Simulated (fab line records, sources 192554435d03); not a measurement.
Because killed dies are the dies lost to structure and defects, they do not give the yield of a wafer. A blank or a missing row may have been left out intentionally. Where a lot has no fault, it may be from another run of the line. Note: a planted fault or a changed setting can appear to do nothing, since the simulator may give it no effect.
fab line records    flow n5_finfet
[record] lots = 7  wafers = 21
route steps=1938 shown MOL_CONTACT_COAG@608 BEOL_M0_SAQP@636 BEOL_M1@768 BEOL_M2@881 BEOL_M3@941 PASSIVATION@1936
start_h: start of the lot's first displayed wafer, in hours after the record's first day    wait_h: hours elapsed since this lot's preceding step    " unchanged from the row above    L1.1+2: a row that stands for several wafers    - no value, or no start was given    * or withheld: withheld    < > ~ a bound
route shown NAME@n: NAME is a module with steps in the file, n the number in the route of the first one    usual: mean and standard deviation over wafers with no fault    same: alike in all rows    chamber/n: place in a boat    sites: each site's reading    _std_site: the standard deviation of these    _edge_site: inner sites' mean taken away from outer sites' mean    radius_mm: how far each site lies from the wafer's centre    mask NAME#n: copy n    behind: the last tool/chamber to shape the wafer    hold: the reason the lot was held/the length of the hold in hours/how it ended    device: names the non-switching transistor (n, p or np)    end of line: tests run on the same wafers once the route is complete    where a step has no rows: the recipe by itself    killed: dies lost to structure and defects at the first sort, not the wafer's yield    map: the dies of a wafer, with x for killed, . for not killed, _ for no die there
set.NAME: the setting that was run; set.NAME@STEP: the one run at that earlier step    model.NAME: the simulator's own value behind a step, which no gauge read
lots whose settings were changed on purpose; a table a step, a row a wafer
[[steps]]
[step N5_MOL_CONTACT_COAG_ALD_133]
[recipe] material = SiO2  target_thk_a = 50  temp_c = 100  ald_precursor_family = BDEAS  ald_co_reactant = O2-plasma  pulse_time_s = 1  co_reactant_pulse_time_s = 1  purge_time_s = 2  co_reactant_purge_time_s = 2  ald_cycles = 35  pressure_torr = 2
lot.wafer   tool        chamber  start_h  wait_h  set.ald_cycles  model.SiO2_of_MOL_CONTACT_COAG_ALD_133.thk_nm
L074.2+3    ald_sin-04  2,3      102.34   0.1     32              4.6
L074.4      "           1        "        "       35              5
L076.1+2    ald_sin-04  0,1      114.75   0.1     35              5
L076.4      "           2        "        "       41              5.8
L081.1+2+4  ald_sin-03  2,3,0    143.17   0.1     35              5
L083.3+4    ald_sin-04  3,1      153.79   0.1     35              5
L083.6      "           2        "        "       38              5.4
L086.2+4+5  ald_sin-02  3,2,2    171.95   0.1     35              5
L088.1+4    ald_sin-02  1,2      182.74   0.5     40              5.8
L088.3      "           3        "        "       35              5
L090.2+3+5  ald_sin-04  0,3,2    197.96   0.3     35              5
[step N5_MOL_CONTACT_COAG_VIA_ETCH_117]
[recipe] chemistry = C4F6/O2  target_depth_a = 400  overetch_a = 80  mask_material = SOC  target = SiO2  bias_w = 455  pressure_mtorr = 10  time_s = 26  source_w = 325  Ar_flow_sccm = 300  C4F6_flow_sccm = 10  O2_flow_sccm = 10  ion_energy_ev = 575.3  ends = end_point
[usual] rf_vpp_V = 1586/11
lot.wafer  tool         chamber  start_h  wait_h  set.bias_w  rf_vpp_V
L074.2     rie_diel-06  2        102.68   0.0     455         1587
L074.3     "            3        "        "       426.8       1526
L074.4     "            0        "        "       426.8       1520
L076.1     rie_diel-01  3        115.09   0.0     455         1585
L076.2     "            2        "        "       498.4       1680
L076.4     "            1        "        "       498.4       1681
L081.1     rie_diel-06  3        143.56   0.0     455         1601
L081.2     "            2        "        "       455         1586
L081.4     "            1        "        "       455         1563
L083.3     rie_diel-06  3        154.45   0.0     455         1602
L083.4     "            0        "        "       455         1595
L083.6     "            3        "        "       455         1602
L086.2     rie_diel-06  0        172.41   0.0     455         1593
L086.4     "            2        "        "       455         1586
L086.5     "            2        "        "       455         1588
L088.1     rie_diel-02  1        183.16   0.0     455         1589
L088.3     "            1        "        "       455         1588
L088.4     "            3        "        "       485.7       1661
L090.2     rie_diel-02  0        198.29   0.0     455         1598
L090.3     "            1        "        "       418.2       1491
L090.5     "            3        "        "       455         1583
[step N5_BEOL_M0_SAQP_PECVD_96]
[recipe] material = a-Si  target_thk_a = 450  temp_c = 350  precursor = SiH4/He  pressure_torr = 3  rf_w = 100  time_s = 45.2
lot.wafer  tool      chamber  start_h  wait_h  set.time_s  model.a-Si_of_BEOL_M0_SAQP_PECVD_96.thk_nm
L074.2     pecvd-03  2        108.96   0.0     45.2        44.6
L074.3     "         0        "        "       45.2        44.8
L074.4     "         2        "        "       45.2        46.4
L076.1     pecvd-03  0        121.85   0.0     45.2        44.2
L076.2     "         2        "        "       45.2        44.4
L076.4     "         2        "        "       45.2        44.6
L081.1     pecvd-01  2        154.61   0.0     45.2        44.8
L081.2     "         0        "        "       45.2        44.4
L081.4     "         2        "        "       45.2        45.2
L083.3     pecvd-03  0        162.88   0.0     48.17       46.8
L083.4     "         1        "        "       45.2        45
L083.6     "         0        "        "       45.2        45.2
L086.2     pecvd-01  2        179.49   0.0     39.66       39.2
L086.4     "         0        "        "       39.66       39.6
L086.5     "         2        "        "       45.2        45.8
L088.1     pecvd-03  0        190.44   0.0     45.2        44.8
L088.3     "         2        "        "       45.2        45
L088.4     "         1        "        "       45.2        45.2
L090.2     pecvd-01  2        204.40   0.0     45.2        44
L090.3     "         0        "        "       45.2        44.4
L090.5     "         2        "        "       42.35       42.6
[step N5_BEOL_M0_SAQP_COAT_08]
[recipe] resist = CAR-ArF  spin_rpm = 1500  resist_thk_nm = 90
lot.wafer  tool            chamber  start_h  wait_h  set.spin_rpm  model.CAR-ArF_of_BEOL_M0_SAQP_COAT_08.thk_nm
L074.2+3   litho_track-03  0        -        -       1636          85.8
L074.4     "               0        "        "       1500          89.6
L076.1     litho_track-05  0        -        -       1500          90.4
L076.2     "               0        "        "       1570          88.2
L076.4     "               0        "        "       1570          88
L081.1+2   litho_track-03  0        -        -       1500          90
L081.4     "               0        "        "       1500          89.8
L083.3     litho_track-03  0        -        -       1500          89.8
L083.4+6   "               0        "        "       1606          86.8
L086.2+4   litho_track-01  0        -        -       1500          89.8
L086.5     "               0        "        "       1500          90
L088.1     litho_track-03  0        -        -       1500          89.8
L088.3     "               0        "        "       1605          87
L088.4     "               0        "        "       1500          90
L090.2     litho_track-03  0        -        -       1634          85.8
L090.3     "               0        "        "       1500          89.6
L090.5     "               0        "        "       1634          86
[step N5_BEOL_M0_SAQP_EBR_10]
[recipe] solvent = PGMEA  ebr_width_mm = 1.5
[step N5_BEOL_M0_SAQP_SOFTBAKE_09]
[recipe] temp_c = 110  time_s = 60  resist = CAR-ArF
[step N5_BEOL_M0_SAQP_ETCH_101]
[recipe] chemistry = CH3F/O2  target = SiNx  mask_material = SiO2  target_depth_a = 299  time_s = 42.7  pressure_mtorr = 30  source_w = 395  bias_w = 73  Ar_flow_sccm = 150  CH3F_flow_sccm = 30  O2_flow_sccm = 20  ion_energy_ev = 120
[step N5_BEOL_M0_SAQP_ETCH_102]
[recipe] chemistry = CF4  target = SiO2  target_depth_a = 40  ion_energy_ev = 350  time_s = 4.4  pressure_mtorr = 10  icp_w = 800  bias_w = 400  cf4_flow_sccm = 80
[step N5_BEOL_M0_SAQP_MANDREL_ETCH_103]
[recipe] chemistry = HBr/Cl2  target = a-Si  target_depth_a = 450  bt_time_s = 10  stop_on = SiCN  mask_material = SiO2  over_etch_frac = 0.8  time_s = 27  pressure_mtorr = 10  icp_w = 800  bias_w = 75  HBr_flow_sccm = 150  Cl2_flow_sccm = 80  ends = end_point
lot.wafer  tool       chamber  start_h  wait_h  set.time_s@BEOL_M0_SAQP_PECVD_96  model.etch.depth_nm
L074.2     rie_si-01  0        111.53   0.0     45.2                              44.6
L074.3     "          3        "        "       45.2                              44.85
L074.4     "          2        "        "       45.2                              46.4
L076.1     rie_si-01  0        124.57   0.0     45.2                              44.15
L076.2     "          3        "        "       45.2                              44.34
L076.4     "          2        "        "       45.2                              44.65
L081.1     rie_si-03  0        157.13   0.0     45.2                              44.76
L081.2     "          2        "        "       45.2                              44.36
L081.4     "          3        "        "       45.2                              45.3
L083.3     rie_si-01  3        167.38   0.0     48.17                             46.88
L083.4     "          1        "        "       45.2                              44.97
L083.6     "          1        "        "       45.2                              45.2
L086.2     rie_si-01  2        182.01   0.0     39.66                             39.13
L086.4     "          1        "        "       39.66                             39.64
L086.5     "          3        "        "       45.2                              45.87
L088.1     rie_si-03  2        192.97   0.0     45.2                              44.81
L088.3     "          0        "        "       45.2                              45.08
L088.4     "          3        "        "       45.2                              45.28
L090.2     rie_si-03  2        208.54   0.0     45.2                              43.92
L090.3     "          0        "        "       45.2                              44.45
L090.5     "          0        "        "       42.35                             42.66
[step N5_BEOL_M0_SAQP_RECESS_104]
[recipe] chemistry = HF/NH3  target = SiO2  target_depth_a = 180  afs_cycles = 3  temp_c = 30  sublimation_temp_c = 180  sublimation_time_s = 60
[step N5_BEOL_M0_SAQP_COAT_105]
[recipe] resist = SOC  temp_c = 250  time_s = 60  spin_rpm = 1500  resist_thk_nm = 100
[step N5_BEOL_M0_SAQP_STRIP_108]
[recipe] chemistry = N2/H2  power_w = 500  temp_c = 40  pressure_mtorr = 50  rf_frequency_hz = 6e+07  overash_fraction = 0.3  bias_power_w = 28  h2_frac = 0.5  n2_flow_sccm = 300  h2_flow_sccm = 300
[step N5_BEOL_M0_SAQP_RECESS_109]
[recipe] chemistry = HF/NH3  target = SiO2  target_depth_a = 30  afs_cycles = 1  temp_c = 30  sublimation_temp_c = 180  sublimation_time_s = 60
[step N5_BEOL_M0_SAQP_SPACER2_ALD_26]
[recipe] material = SiO2  target_thk_a = 150  temp_c = 300  ald_precursor_family = BDEAS  ald_co_reactant = O2-plasma  pulse_time_s = 1  purge_time_s = 2  co_reactant_purge_time_s = 2  pressure_torr = 2
lot.wafer  tool        chamber  start_h  wait_h  set.time_s@BEOL_M0_SAQP_PECVD_96  model.a-Si_of_BEOL_M0_SAQP_PECVD_96.thk_nm
L074.2     ald_sin-03  2        112.66   0.4     45.2                              43.8
L074.3     "           1        "        "       45.2                              44.2
L074.4     "           3        "        "       45.2                              45.6
L076.1     ald_sin-01  0        125.45   0.1     45.2                              43.4
L076.2     "           3        "        "       45.2                              43.6
L076.4     "           2        "        "       45.2                              43.8
L081.1     ald_sin-01  1        157.96   0.1     45.2                              44
L081.2     "           0        "        "       45.2                              43.6
L081.4     "           3        "        "       45.2                              44.6
L083.3     ald_sin-01  2        168.54   0.1     48.17                             46.2
L083.4     "           3        "        "       45.2                              44.2
L083.6     "           2        "        "       45.2                              44.4
L086.2     ald_sin-02  3        184.11   1.4     39.66                             38.4
L086.4     "           0        "        "       39.66                             38.8
L086.5     "           0        "        "       45.2                              45.2
L088.1     ald_sin-01  2        194.54   0.8     45.2                              44
L088.3     "           3        "        "       45.2                              44.4
L088.4     "           1        "        "       45.2                              44.6
L090.2     ald_sin-03  1        211.50   2.2     45.2                              43.2
L090.3     "           3        "        "       45.2                              43.8
L090.5     "           1        "        "       42.35                             41.8
[step N5_BEOL_M1_ETCH_74]
[recipe] chemistry = N2/H2  target = underlayer  target_depth_a = 65  mask_material = CAR-EUV  time_s = 5.2  ion_energy_ev = 200  pressure_mtorr = 30  source_w = 840  bias_w = 150  n2_flow_sccm = 200  h2_flow_sccm = 200  ends = cleared
[usual] etch_rf_on_time_s = 5.19/0.086  rf_vpp_V = 523.7/2.2
lot.wafer  tool         chamber  start_h  wait_h  set.bias_w  etch_rf_on_time_s  rf_vpp_V
L074.2     rie_diel-03  2        124.23   0.0     150         5.06               522.2
L074.3     "            1        "        "       125.3       5.64               469.2
L074.4     "            3        "        "       150         5.04               520.9
L076.1     rie_diel-04  1        133.88   0.0     150         5.07               528.6
L076.2     "            0        "        "       129.6       5.63               478.2
L076.4     "            2        "        "       150         5.18               522.3
L081.1     rie_diel-04  2        170.83   0.0     150         5.16               522.7
L081.2     "            3        "        "       150         5.33               528.1
L081.4     "            1        "        "       150         5.11               525.7
L083.3     rie_diel-04  1        176.84   0.0     163.2       4.82               557.9
L083.4     "            3        "        "       163.2       5.14               555.4
L083.6     "            1        "        "       150         5.13               526.3
L086.2     rie_diel-05  1        208.75   0.0     163.4       5.05               551.4
L086.4     "            2        "        "       150         5.25               523.5
L086.5     "            3        "        "       163.4       5.10               552.3
L088.1     rie_diel-03  3        209.38   0.0     128.4       5.45               472.9
L088.3     "            0        "        "       150         5.09               523.4
L088.4     "            2        "        "       128.4       5.53               473.1
L090.2     rie_diel-03  3        221.31   0.0     150         5.14               522.4
L090.3     "            2        "        "       150         5.11               524.8
L090.5     "            0        "        "       137.8       5.37               495.0
[step N5_BEOL_M1_ETCH_64]
[recipe] chemistry = N2/H2  target = SOC  target_depth_a = 750  overetch_a = 150  mask_material = SiARC  temp_c = 40  time_s = 112.5  ion_energy_ev = 200  pressure_mtorr = 30  source_w = 840  bias_w = 150  n2_flow_sccm = 200  h2_flow_sccm = 200
[usual] rf_vpp_V = 523.6/2.1
lot.wafer  tool         chamber  start_h  wait_h  set.source_w  rf_vpp_V
L074.2     rie_diel-03  2        124.28   0.0     840           523.0
L074.3     "            1        "        "       731.1         552.6
L074.4     "            3        "        "       731.1         546.2
L076.1     rie_diel-04  1        133.93   0.0     840           528.0
L076.2     "            0        "        "       840           522.8
L076.4     "            2        "        "       840           522.9
L081.1     rie_diel-04  2        170.88   0.0     840           522.8
L081.2     "            3        "        "       840           525.3
L081.4     "            1        "        "       840           528.2
L083.3     rie_diel-04  1        176.88   0.0     840           526.3
L083.4     "            3        "        "       840           524.9
L083.6     "            1        "        "       840           526.6
L086.2     rie_diel-05  1        208.79   0.0     955.5         499.0
L086.4     "            2        "        "       840           523.3
L086.5     "            3        "        "       840           525.2
L088.1     rie_diel-03  3        209.43   0.0     724.5         547.3
L088.3     "            0        "        "       724.5         550.8
L088.4     "            2        "        "       724.5         549.4
L090.2     rie_diel-03  3        221.36   0.0     936.2         502.7
L090.3     "            2        "        "       840           522.7
L090.5     "            0        "        "       936.2         504.4
[step N5_BEOL_M2_ETCH_69]
[recipe] chemistry = CF4  target = SiARC  target_depth_a = 156  mask_material = CAR-EUV  time_s = 26  ion_energy_ev = 80  pressure_mtorr = 40  source_w = 545  bias_w = 36  Ar_flow_sccm = 100  cf4_flow_sccm = 100  ends = cleared
[usual] rf_vpp_V = 184.0/1.3
lot.wafer  tool         chamber  start_h  wait_h  set.bias_w  rf_vpp_V
L074.2     rie_diel-06  0        138.38   0.0     41.08       203.4
L074.3     "            2        "        "       36          183.7
L074.4     "            1        "        "       36          182.3
L076.1     rie_diel-02  0        150.93   0.0     31.07       168.6
L076.2     "            1        "        "       36          184.3
L076.4     "            2        "        "       36          183.2
L081.1     rie_diel-01  2        181.45   0.0     36          183.2
L081.2     "            1        "        "       36          183.0
L081.4     "            0        "        "       36          182.6
L083.3     rie_diel-02  2        206.10   0.0     33.41       175.5
L083.4     "            3        "        "       36          183.1
L083.6     "            1        "        "       33.41       175.4
L086.2     rie_diel-02  1        220.42   0.0     32.43       173.0
L086.4     "            3        "        "       36          184.5
L086.5     "            0        "        "       36          185.0
L088.1     rie_diel-06  0        223.14   0.0     36          185.4
L088.3     "            2        "        "       36          184.6
L088.4     "            1        "        "       34.12       179.7
L090.2     rie_diel-02  0        230.06   0.0     31.42       169.6
L090.3     "            2        "        "       36          182.8
L090.5     "            1        "        "       31.42       169.5
[step N5_BEOL_M3_EXPOSE_08]
[recipe] mask_id = M3  na = 0.33  source_shape = dipole  sigma_inner = 0.369  sigma_outer = 0.767  polarization = unpolarized  dose_mj = 33
lot.wafer   tool            chamber  start_h  wait_h  mask  set.dose_mj
L074.2+3    euv_scanner-02  0        147.68   -       M3#0  33
L074.4      "               0        "        "       M3#0  32.15
L076.1+4    euv_scanner-02  0        161.18   -       M3#0  30.81
L076.2      "               0        "        "       M3#0  33
L081.1+2+4  euv_scanner-01  0        207.18   -       M3#0  33
L083.3+6    euv_scanner-01  0        215.71   -       M3#0  30.79
L083.4      "               0        "        "       M3#0  33
L086.2+4+5  euv_scanner-01  0        227.94   -       M3#0  34.54
L088.1+3+4  euv_scanner-01  0        240.86   -       M3#0  33
L090.2+5    euv_scanner-02  0        246.54   -       M3#0  33
L090.3      "               0        "        "       M3#0  31.84
[step N5_BEOL_M3_PEB_09]
[recipe] peb_temp_c = 100  peb_time_s = 60  resist = CAR-EUV
[step N5_BEOL_M3_DEVELOP_10]
[recipe] develop_time_s = 30  developer = TMAH  resist = CAR-EUV  rinse_liquid = surfactant_rinse  dry = air_spin  dev_temp_c = 23
[step N5_BEOL_M3_CD_MEAS_11]
[recipe] target_cd_nm = 17.05  landing_energy_ev = 500  detector = se_inlens  polarity = opening
[usual] cd_nm = 17.06/0.24
lot.wafer  tool       chamber  start_h  wait_h  set.dose_mj@BEOL_M3_EXPOSE_08  cd_nm
L074.2     cd_sem-02  0        147.80   -       33                             17.24
L074.3     "          0        "        "       33                             16.85
L074.4     "          0        "        "       32.15                          16.75
L076.1     cd_sem-01  0        161.30   -       30.81                          15.90
L076.2     "          0        "        "       33                             16.84
L076.4     "          0        "        "       30.81                          15.65
L081.1     cd_sem-03  0        207.30   -       33                             17.41
L081.2     "          0        "        "       33                             16.74
L081.4     "          0        "        "       33                             16.80
L083.3     cd_sem-02  0        215.83   -       30.79                          15.81
L083.4     "          0        "        "       33                             17.23
L083.6     "          0        "        "       30.79                          15.43
L086.2     cd_sem-02  0        228.06   -       34.54                          17.90
L086.4     "          0        "        "       34.54                          17.89
L086.5     "          0        "        "       34.54                          18.18
L088.1     cd_sem-02  0        240.98   -       33                             17.14
L088.3     "          0        "        "       33                             17.40
L088.4     "          0        "        "       33                             17.29
L090.2     cd_sem-03  0        246.66   -       33                             17.18
L090.3     "          0        "        "       31.84                          16.15
L090.5     "          0        "        "       33                             17.00
[step N5_BEOL_M3_DESCUM_16]
[recipe] chemistry = O2  time_s = 7  source_power_w = 50  bias_power_w = 20  pressure_mtorr = 20  rf_frequency_hz = 2.712e+07  temp_c = 40  resist = CAR-EUV  o2_flow_sccm = 225
[step N5_BEOL_M3_ETCH_74]
[recipe] chemistry = N2/H2  target = underlayer  target_depth_a = 65  mask_material = CAR-EUV  time_s = 5.2  ion_energy_ev = 200  pressure_mtorr = 30  source_w = 840  bias_w = 150  n2_flow_sccm = 200  h2_flow_sccm = 200  ends = cleared
lot.wafer   tool         chamber  start_h  wait_h  set.dose_mj@BEOL_M3_EXPOSE_08  model.BEOL_M3.cd_offset_nm
L074.2      rie_diel-04  3        147.96   0.0     33                             0.2
L074.3      "            1        "        "       33                             0
L074.4      "            2        "        "       32.15                          -0.4
L076.1      rie_diel-04  0        161.46   0.0     30.81                          -1
L076.2      "            3        "        "       33                             0
L076.4      "            1        "        "       30.81                          -1.4
L081.1      rie_diel-05  2        207.48   0.0     33                             -0.2
L081.2+4    "            3,0      "        "       33                             0
L083.3      rie_diel-04  1        216.08   0.0     30.79                          -1.4
L083.4      "            0        "        "       33                             0.2
L083.6      "            0        "        "       30.79                          -1.2
L086.2+4    rie_diel-05  1,0      228.23   0.0     34.54                          1
L086.5      "            0        "        "       34.54                          0.8
L088.1+3+4  rie_diel-03  0,3,1    241.25   0.0     33                             0.2
L090.2      rie_diel-03  2        247.13   0.0     33                             0
L090.3      "            1        "        "       31.84                          -0.8
L090.5      "            2        "        "       33                             -0.2
[step N5_BEOL_M3_ETCH_63]
[recipe] chemistry = CF4  target = SiARC  target_depth_a = 156  mask_material = CAR-EUV  time_s = 26  ion_energy_ev = 80  pressure_mtorr = 40  source_w = 545  bias_w = 36  Ar_flow_sccm = 100  cf4_flow_sccm = 100  ends = cleared
lot.wafer   tool         chamber  start_h  wait_h  set.dose_mj@BEOL_M3_EXPOSE_08  model.BEOL_M3.cd_offset_nm
L074.2      rie_diel-04  3        147.97   0.0     33                             0.2
L074.3      "            1        "        "       33                             0
L074.4      "            2        "        "       32.15                          -0.4
L076.1      rie_diel-04  0        161.48   0.0     30.81                          -1
L076.2      "            3        "        "       33                             0
L076.4      "            1        "        "       30.81                          -1.6
L081.1+2+4  rie_diel-05  2,3,0    207.50   0.0     33                             -0.2
L083.3      rie_diel-04  1        216.10   0.0     30.79                          -1.6
L083.4      "            0        "        "       33                             0.2
L083.6      "            0        "        "       30.79                          -1.4
L086.2+5    rie_diel-05  1,0      228.24   0.0     34.54                          0.8
L086.4      "            0        "        "       34.54                          1
L088.1      rie_diel-03  0        241.27   0.0     33                             0.4
L088.3+4    "            3,1      "        "       33                             0.2
L090.2      rie_diel-03  2        247.14   0.0     33                             0.2
L090.3      "            1        "        "       31.84                          -0.8
L090.5      "            2        "        "       33                             0
[step N5_PASSIVATION_PROBE_49]
[usual] defect_limited_yield = 91.5/1.4  killed_dies = 100/17  sort_yield_pct = 91.5/1.4
lot.wafer  tool       chamber  start_h  wait_h  set.dose_mj@BEOL_M3_EXPOSE_08  defect_limited_yield[%]  killed_dies  sort_yield_pct[%]
L074.2     prober-02  -        271.78   0.1     33                             89.7                     121          89.6
L074.3     prober-02  -        271.83   0.1     33                             88.3                     138          88.3
L074.4     prober-02  -        271.88   0.2     32.15                          74.1                     306          74.1
L076.1     prober-01  -        280.12   0.0     30.81                          20.3                     941          20.3
L076.2     prober-01  -        280.17   0.1     33                             92.1                     93           92.1
L076.4     prober-01  -        280.27   0.2     30.81                          23.0                     909          23.0
L081.1     prober-01  -        325.91   0.0     33                             92.0                     94           92.0
L081.2     prober-01  -        325.96   0.1     33                             92.6                     87           92.6
L081.4     prober-01  -        326.06   0.2     33                             92.4                     90           92.4
L083.3     prober-01  -        356.52   0.1     30.79                          24.7                     888          24.7
L083.4     prober-01  -        356.57   0.2     33                             91.2                     104          91.2
L083.6     prober-01  -        356.67   0.3     30.79                          26.6                     866          26.6
L086.2     prober-02  -        359.97   0.1     34.54                          63.9                     426          63.9
L086.4     prober-02  -        360.07   0.2     34.54                          61.4                     456          61.4
L086.5     prober-02  -        360.12   0.2     34.54                          63.9                     426          63.9
L088.1     prober-01  -        371.78   0.0     33                             93.7                     74           93.7
L088.3     prober-01  -        371.88   0.1     33                             92.2                     92           92.2
L088.4     prober-01  -        371.93   0.2     33                             92.5                     88           92.5
L090.2     prober-01  -        399.00   0.1     33                             93.3                     79           93.3
L090.3     prober-01  -        399.05   0.1     31.84                          89.4                     125          89.4
L090.5     prober-01  -        399.15   0.2     33                             92.8                     85           92.8
[[key]]
[split] step = N5_MOL_CONTACT_COAG_ALD_133  setting = ald_cycles  stated = 35  by = wafer
[response] step = N5_MOL_CONTACT_COAG_ALD_133  reading = model.SiO2_of_MOL_CONTACT_COAG_ALD_133.thk_nm  change = +0.0496  per = 1%  r = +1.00
[split] step = N5_MOL_CONTACT_COAG_VIA_ETCH_117  setting = bias_w  stated = 455  by = wafer
[response] step = N5_MOL_CONTACT_COAG_VIA_ETCH_117  reading = rf_vpp_V  change = +10.8  per = 1%  r = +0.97
[split] step = N5_BEOL_M0_SAQP_PECVD_96  setting = time_s  stated = 45.2  by = wafer
[response] step = N5_BEOL_M0_SAQP_PECVD_96  reading = model.a-Si_of_BEOL_M0_SAQP_PECVD_96.thk_nm  change = +0.428  per = 1%  r = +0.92
[response] step = N5_BEOL_M0_SAQP_MANDREL_ETCH_103  reading = model.etch.depth_nm  change = +0.433  per = 1%  r = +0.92
[response] step = N5_BEOL_M0_SAQP_SPACER2_ALD_26  reading = model.a-Si_of_BEOL_M0_SAQP_PECVD_96.thk_nm  change = +0.446  per = 1%  r = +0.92
[split] step = N5_BEOL_M0_SAQP_COAT_08  setting = spin_rpm  stated = 1500  by = wafer
[response] step = N5_BEOL_M0_SAQP_COAT_08  reading = model.CAR-ArF_of_BEOL_M0_SAQP_COAT_08.thk_nm  change = -0.424  per = 1%  r = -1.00
[split] step = N5_BEOL_M1_ETCH_74  setting = bias_w  stated = 150  by = wafer
[response] step = N5_BEOL_M1_ETCH_74  reading = etch_rf_on_time_s  change = *  per = 1%  r = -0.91
[response] step = N5_BEOL_M1_ETCH_74  reading = rf_vpp_V  change = +3.36  per = 1%  r = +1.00
[split] step = N5_BEOL_M1_ETCH_64  setting = source_w  stated = 840  by = wafer
[response] step = N5_BEOL_M1_ETCH_64  reading = rf_vpp_V  change = -1.86  per = 1%  r = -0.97
[split] step = N5_BEOL_M2_ETCH_69  setting = bias_w  stated = 36  by = wafer
[response] step = N5_BEOL_M2_ETCH_69  reading = rf_vpp_V  change = +1.19  per = 1%  r = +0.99
[split] step = N5_BEOL_M3_EXPOSE_08  setting = dose_mj  stated = 33  by = wafer
[response] step = N5_BEOL_M3_CD_MEAS_11  reading = cd_nm  change = +0.203  per = 1%  r = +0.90
[response] step = N5_BEOL_M3_ETCH_74  reading = model.BEOL_M3.cd_offset_nm  change = +0.202  per = 1%  r = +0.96
[response] step = N5_BEOL_M3_ETCH_63  reading = model.BEOL_M3.cd_offset_nm  change = +0.227  per = 1%  r = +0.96
[response] step = N5_PASSIVATION_PROBE_49  reading = defect_limited_yield  slope = +8.88  per = 1%  together_with = none  explained = 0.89
[response] step = N5_PASSIVATION_PROBE_49  reading = killed_dies  slope = -105  per = 1%  together_with = none  explained = 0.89
[response] step = N5_PASSIVATION_PROBE_49  reading = sort_yield_pct  slope = +8.88  per = 1%  together_with = none  explained = 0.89
